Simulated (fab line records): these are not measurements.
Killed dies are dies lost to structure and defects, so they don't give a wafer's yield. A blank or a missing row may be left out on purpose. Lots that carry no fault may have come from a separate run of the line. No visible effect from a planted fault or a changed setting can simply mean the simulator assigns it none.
Which of the tools did it? :: flow n5 finfet :: 10 lots, 27 wafers sampled, at 6 steps of a route of 1938

== WHAT THE GAUGES READ, wafer by wafer ==
N5_BEOL_M2_RS_MEAS_58: the measuring method here is four-point-probe.
lot: L836
measured: day 7 03:08
on: film metro-02
M2_RS (ohm/sq): 0.66 0.70 0.78

lot: L837
measured: day 7 09:18
on: film metro-01
M2_RS (ohm/sq): 0.72 0.67

lot: L839
measured: day 7 12:33
on: film metro-02
M2_RS (ohm/sq): 0.73 0.66 0.74

lot: L840
measured: day 7 19:25
on: film metro-02
M2_RS (ohm/sq): 0.72 0.69 0.67

lot: L841
measured: day 8 04:41
on: film metro-01
M2_RS (ohm/sq): 0.63 0.70 0.67

lot: L843
measured: day 8 17:07
on: film metro-01
M2_RS (ohm/sq): 0.72 0.66

lot: L846
measured: day 9 07:35
on: film metro-01
M2_RS (ohm/sq): 0.68 0.67 0.79

lot: L847
measured: day 9 12:07
on: film metro-01
M2_RS (ohm/sq): 0.77 0.64 0.76

lot: L856
measured: day 12 02:59
on: film metro-01
M2_RS (ohm/sq): 0.87 0.86

lot: L859
measured: day 12 15:48
on: film metro-01
M2_RS (ohm/sq): 0.73 0.69 0.64

N5_BEOL_M3_THK_MEAS_01.
lot: L836
measured: day 7 03:16
on: film metro-02
M3_ILD_THK (nm): 78.2 77.9 76.7

lot: L837
measured: day 7 09:26
on: film metro-01
M3_ILD_THK (nm): 77.7 79.8

lot: L839
measured: day 7 12:41
on: film metro-02
M3_ILD_THK (nm): 76.6 80.5 79.3

lot: L840
measured: day 7 19:32
on: film metro-02
M3_ILD_THK (nm): 77.6 78.7 79.1

lot: L841
measured: day 8 04:49
on: film metro-02
M3_ILD_THK (nm): 77.4 78.0 78.8

lot: L843
measured: day 8 17:15
on: film metro-02
M3_ILD_THK (nm): 78.3 80.0

lot: L846
measured: day 9 07:43
on: film metro-02
M3_ILD_THK (nm): 77.7 78.9 77.5

lot: L847
measured: day 9 12:15
on: film metro-02
M3_ILD_THK (nm): 78.2 77.9 79.4

lot: L856
measured: day 12 03:07
on: film metro-01
M3_ILD_THK (nm): 77.3 79.2

lot: L859
measured: day 12 15:55
on: film metro-02
M3_ILD_THK (nm): 78.0 78.8 80.2

N5_BEOL_M4_RC_MEAS_101.
lot: L836
measured: day 7 23:09
on: prober-02
DIBL_N (mV/V): 35.1 34.6 37.2
DIBL_P (mV/V): 32.6 33.7 37.4
IOFF_N (nA/um): 0.15 0.13 0.18
IOFF_P (nA/um): 0.18 0.18 0.24
ION_N (uA/um): 667 679 674
ION_P (uA/um): 461 470 467
SS_N (mV/dec): 72.0 70.9 71.3
SS_P (mV/dec): 73.0 71.8 73.8
VT_N (mV): 249 253 248
VT_P (mV): -249 -249 -248

lot: L837
measured: day 8 11:25
on: prober-01
DIBL_N (mV/V): 36.9 35.2
DIBL_P (mV/V): 36.2 33.8
IOFF_N (nA/um): 0.16 0.14
IOFF_P (nA/um): 0.22 0.19
ION_N (uA/um): 660 671
ION_P (uA/um): 461 462
SS_N (mV/dec): 71.9 71.6
SS_P (mV/dec): 73.2 72.3
VT_N (mV): 249 254
VT_P (mV): -249 -254

lot: L839
measured: day 8 15:29
on: prober-01
DIBL_N (mV/V): 40.4 39.9 40.9
DIBL_P (mV/V): 40.0 40.6 40.4
IOFF_N (nA/um): 0.26 0.26 0.29
IOFF_P (nA/um): 0.29 0.30 0.29
ION_N (uA/um): 687 703 703
ION_P (uA/um): 462 478 477
SS_N (mV/dec): 72.7 72.6 72.7
SS_P (mV/dec): 74.0 74.3 73.8
VT_N (mV): 244 241 242
VT_P (mV): -246 -244 -245

lot: L840
measured: day 8 20:05
on: prober-02
DIBL_N (mV/V): 36.2 36.8 40.1
DIBL_P (mV/V): 36.8 38.0 39.1
IOFF_N (nA/um): 0.14 0.16 0.21
IOFF_P (nA/um): 0.19 0.21 0.23
ION_N (uA/um): 661 674 681
ION_P (uA/um): 457 462 452
SS_N (mV/dec): 70.4 71.6 71.8
SS_P (mV/dec): 74.2 73.8 74.6
VT_N (mV): 252 249 246
VT_P (mV): -254 -251 -253

lot: L841
measured: day 9 04:26
on: prober-02
DIBL_N (mV/V): 36.7 36.6 37.7
DIBL_P (mV/V): 35.6 36.1 37.9
IOFF_N (nA/um): 0.17 0.17 0.21
IOFF_P (nA/um): 0.20 0.21 0.23
ION_N (uA/um): 669 667 677
ION_P (uA/um): 450 458 460
SS_N (mV/dec): 71.4 71.7 72.2
SS_P (mV/dec): 73.6 72.8 74.1
VT_N (mV): 249 250 247
VT_P (mV): -253 -249 -251

lot: L843
measured: day 9 14:20
on: prober-01
DIBL_N (mV/V): 34.9 33.2
DIBL_P (mV/V): 34.5 32.8
IOFF_N (nA/um): 0.15 0.12
IOFF_P (nA/um): 0.22 0.19
ION_N (uA/um): 683 672
ION_P (uA/um): 473 470
SS_N (mV/dec): 70.9 70.8
SS_P (mV/dec): 72.8 72.7
VT_N (mV): 246 253
VT_P (mV): -246 -249

lot: L846
measured: day 10 12:26
on: prober-01
DIBL_N (mV/V): 36.1 32.4 36.0
DIBL_P (mV/V): 36.6 30.0 36.9
IOFF_N (nA/um): 0.14 0.09 0.15
IOFF_P (nA/um): 0.20 0.12 0.21
ION_N (uA/um): 670 662 692
ION_P (uA/um): 461 453 468
SS_N (mV/dec): 70.8 70.4 70.9
SS_P (mV/dec): 73.4 71.4 72.8
VT_N (mV): 250 257 249
VT_P (mV): -250 -257 -250

lot: L847
measured: day 10 12:43
on: prober-02
DIBL_N (mV/V): 36.1 36.9 37.1
DIBL_P (mV/V): 35.7 35.5 34.7
IOFF_N (nA/um): 0.15 0.17 0.17
IOFF_P (nA/um): 0.18 0.18 0.16
ION_N (uA/um): 656 689 647
ION_P (uA/um): 448 466 437
SS_N (mV/dec): 71.1 71.6 73.2
SS_P (mV/dec): 72.7 73.2 72.6
VT_N (mV): 253 248 253
VT_P (mV): -253 -249 -255

lot: L856
measured: day 13 07:01
on: prober-02
DIBL_N (mV/V): 35.8 33.0
DIBL_P (mV/V): 32.8 32.1
IOFF_N (nA/um): 0.16 0.12
IOFF_P (nA/um): 0.16 0.16
ION_N (uA/um): 665 671
ION_P (uA/um): 450 462
SS_N (mV/dec): 71.0 71.2
SS_P (mV/dec): 72.8 71.8
VT_N (mV): 249 252
VT_P (mV): -256 -254

lot: L859
measured: day 13 22:28
on: prober-02
DIBL_N (mV/V): 39.1 33.5 38.9
DIBL_P (mV/V): 40.3 33.6 37.9
IOFF_N (nA/um): 0.23 0.14 0.22
IOFF_P (nA/um): 0.30 0.18 0.25
ION_N (uA/um): 704 688 683
ION_P (uA/um): 479 474 468
SS_N (mV/dec): 72.8 71.2 72.8
SS_P (mV/dec): 74.6 73.0 73.7
VT_N (mV): 243 248 246
VT_P (mV): -245 -249 -244

== TOOL THAT RAN EACH LOT (tool first, then ch and the chambers of the sampled wafers, then the start) ==
lot: L836
N5_BEOL_M2_TRENCH_ETCH_37: rie diel-03 ch 0,2,3, day 6 21:23
N5_BEOL_M2_SPUTTER_92: pvd sputter-02, day 7 01:38
N5_BEOL_M2_CO_CAP_55: cvd co-01 ch 0,1,2, day 7 02:57

lot: L837
N5_BEOL_M2_TRENCH_ETCH_37: rie diel-02 ch 0,1, day 7 05:11
N5_BEOL_M2_SPUTTER_92: pvd sputter-03, day 7 07:49
N5_BEOL_M2_CO_CAP_55: cvd co-02 ch 1,2, day 7 09:07

lot: L839
N5_BEOL_M2_TRENCH_ETCH_37: rie diel-02 ch 0,1, day 7 08:25
N5_BEOL_M2_SPUTTER_92: pvd sputter-02, day 7 11:04
N5_BEOL_M2_CO_CAP_55: cvd co-01 ch 1,2, day 7 12:22

lot: L840
N5_BEOL_M2_TRENCH_ETCH_37: rie diel-02 ch 0,2,3, day 7 13:53
N5_BEOL_M2_SPUTTER_92: pvd sputter-02, day 7 17:55
N5_BEOL_M2_CO_CAP_55: cvd co-01 ch 0,1, day 7 19:14

lot: L841
N5_BEOL_M2_TRENCH_ETCH_37: rie diel-02 ch 0,1,2, day 8 00:43
N5_BEOL_M2_SPUTTER_92: pvd sputter-01, day 8 03:11
N5_BEOL_M2_CO_CAP_55: cvd co-02 ch 0,1,2, day 8 04:30

lot: L843
N5_BEOL_M2_TRENCH_ETCH_37: rie diel-01 ch 0,1, day 8 11:38
N5_BEOL_M2_SPUTTER_92: pvd sputter-01, day 8 15:38
N5_BEOL_M2_CO_CAP_55: cvd co-02 ch 1,2, day 8 16:58

lot: L846
N5_BEOL_M2_TRENCH_ETCH_37: rie diel-01 ch 0,2,3, day 9 02:38
N5_BEOL_M2_SPUTTER_92: pvd sputter-03, day 9 06:06
N5_BEOL_M2_CO_CAP_55: cvd co-02 ch 0,1,2, day 9 07:24

lot: L847
N5_BEOL_M2_TRENCH_ETCH_37: rie diel-01 ch 0,3, day 9 07:46
N5_BEOL_M2_SPUTTER_92: pvd sputter-01, day 9 10:35
N5_BEOL_M2_CO_CAP_55: cvd co-01 ch 1,2, day 9 11:55

lot: L856
N5_BEOL_M2_TRENCH_ETCH_37: rie diel-01 ch 0,1, day 11 21:17
N5_BEOL_M2_SPUTTER_92: pvd sputter-03, day 12 01:29
N5_BEOL_M2_CO_CAP_55: cvd co-01 ch 1,2, day 12 02:48

lot: L859
N5_BEOL_M2_TRENCH_ETCH_37: rie diel-02 ch 1,2,3, day 12 11:16
N5_BEOL_M2_SPUTTER_92: pvd sputter-01, day 12 14:19
N5_BEOL_M2_CO_CAP_55: cvd co-02 ch 0,1,2, day 12 15:38
- N5_BEOL_M2_TRENCH_ETCH_37: etches SiOC in C4F6/O2, target depth 55.555 nm, time 29.2 s.
- N5_BEOL_M2_SPUTTER_92: material Cu, target thk 4.5 nm, time 8.29 s.
- N5_BEOL_M2_CO_CAP_55: material Co, precursor CCTBA/H2, target thk 2 nm, time 102.1 s.

== WHAT THE TOOLS THEMSELVES READ (means of the sampled wafers that have a number; where no wafer has one, the mark that the record gives instead) ==
N5_BEOL_M2_TRENCH_ETCH_37.
lot: L836
tool: rie diel-03
drypump motor current A (A): 5.7
oes product au (a.u.): 0.77
rf fwd power W (W): 350.8
rf vpp V (V): 680
showerhead plenum p Torr (Torr): 2.82
throttle valve pct (%): 20.85

lot: L837
tool: rie diel-02
drypump motor current A (A): 5.5
oes product au (a.u.): 0.69
rf fwd power W (W): 346.6
rf vpp V (V): 673
showerhead plenum p Torr (Torr): 2.68
throttle valve pct (%): 20.97

lot: L839
tool: rie diel-02
drypump motor current A (A): 5.3
oes product au (a.u.): 0.70
rf fwd power W (W): 346.8
rf vpp V (V): 669
showerhead plenum p Torr (Torr): 2.68
throttle valve pct (%): 20.98

lot: L840
tool: rie diel-02
drypump motor current A (A): 5.6
oes product au (a.u.): 0.82
rf fwd power W (W): 349.4
rf vpp V (V): 665
showerhead plenum p Torr (Torr): 2.89
throttle valve pct (%): 21.00

lot: L841
tool: rie diel-02
drypump motor current A (A): 5.4
oes product au (a.u.): 0.76
rf fwd power W (W): 347.3
rf vpp V (V): 665
showerhead plenum p Torr (Torr): 2.80
throttle valve pct (%): 21.00

lot: L843
tool: rie diel-01
drypump motor current A (A): 5.9
oes product au (a.u.): 0.72
rf fwd power W (W): 349.1
rf vpp V (V): 685
showerhead plenum p Torr (Torr): 2.88
throttle valve pct (%): 20.87

lot: L846
tool: rie diel-01
drypump motor current A (A): 5.6
oes product au (a.u.): 0.76
rf fwd power W (W): 348.8
rf vpp V (V): 665
showerhead plenum p Torr (Torr): 2.88
throttle valve pct (%): 20.91

lot: L847
tool: rie diel-01
drypump motor current A (A): 5.8
oes product au (a.u.): 0.69
rf fwd power W (W): 349.3
rf vpp V (V): 694
showerhead plenum p Torr (Torr): 2.94
throttle valve pct (%): 21.05

lot: L856
tool: rie diel-01
drypump motor current A (A): 5.9
oes product au (a.u.): 0.70
rf fwd power W (W): 349.9
rf vpp V (V): 684
showerhead plenum p Torr (Torr): 2.88
throttle valve pct (%): 20.89

lot: L859
tool: rie diel-02
drypump motor current A (A): 5.9
oes product au (a.u.): 0.85
rf fwd power W (W): 349.6
rf vpp V (V): 674
showerhead plenum p Torr (Torr): 2.98
throttle valve pct (%): 20.90

N5_BEOL_M2_SPUTTER_92.
lot: L836
tool: pvd sputter-02
throttle valve pct (%): 30.6

lot: L837
tool: pvd sputter-03
throttle valve pct (%): 30.2

lot: L839
tool: pvd sputter-02
throttle valve pct (%): 29.9

lot: L840
tool: pvd sputter-02
throttle valve pct (%): 29.8

lot: L841
tool: pvd sputter-01
throttle valve pct (%): 29.3

lot: L843
tool: pvd sputter-01
throttle valve pct (%): 29.1

lot: L846
tool: pvd sputter-03
throttle valve pct (%): 30.8

lot: L847
tool: pvd sputter-01
throttle valve pct (%): 29.1

lot: L856
tool: pvd sputter-03
throttle valve pct (%): 30.2

lot: L859
tool: pvd sputter-01
throttle valve pct (%): 30.1

N5_BEOL_M2_CO_CAP_55.
lot: L836
tool: cvd co-01
heater power w (W): 221

lot: L837
tool: cvd co-02
heater power w (W): 228

lot: L839
tool: cvd co-01
heater power w (W): 205

lot: L840
tool: cvd co-01
heater power w (W): 260

lot: L841
tool: cvd co-02
heater power w (W): 223

lot: L843
tool: cvd co-02
heater power w (W): 229

lot: L846
tool: cvd co-02
heater power w (W): 227

lot: L847
tool: cvd co-01
heater power w (W): 205

lot: L856
tool: cvd co-01
heater power w (W): 202

lot: L859
tool: cvd co-02
heater power w (W): 230

== THE ANSWER, worked out from the rows above alone ==
Rule: usual is defined by the lots themselves. The widest of any qualifying gaps counts: lots, ordered by their means at a reading, are off when they make up no more than a third of the lots, leave a main group of 4 or more, and stand apart from it by 3 or more times the standard deviation of that group's means. A main group is skipped when, at the precision printed for the reading in the tables above, its means are all equal. A lot without any number at a reading at which 4 lots or more have one is off too. All remaining lots with rows at the step are treated as sound. Order of review: gauges by route order, followed by the tools' own readings, for which a lot's mean as printed above is used. At the first step where some lot is off, the reading lying furthest off is the one used; lots without a number count as furthest.
Off: at N5_BEOL_M2_RS_MEAS_58 (M2_RS), L856. The main group has a mean of 0.70 ohm/sq with a standard deviation of 0.017.
A tool fits if, at a process step before that reading, it ran every lot that is off, and no sound lot after the first of them. Those tools and the gauges at N5_BEOL_M2_RS_MEAS_58 are tried in the same way. Can't be told from this: 3 tools fit, rie diel-01 at N5_BEOL_M2_TRENCH_ETCH_37, pvd sputter-03 at N5_BEOL_M2_SPUTTER_92, cvd co-01 at N5_BEOL_M2_CO_CAP_55.

== WHAT WAS PUT IN BY THE SIMULATOR ==
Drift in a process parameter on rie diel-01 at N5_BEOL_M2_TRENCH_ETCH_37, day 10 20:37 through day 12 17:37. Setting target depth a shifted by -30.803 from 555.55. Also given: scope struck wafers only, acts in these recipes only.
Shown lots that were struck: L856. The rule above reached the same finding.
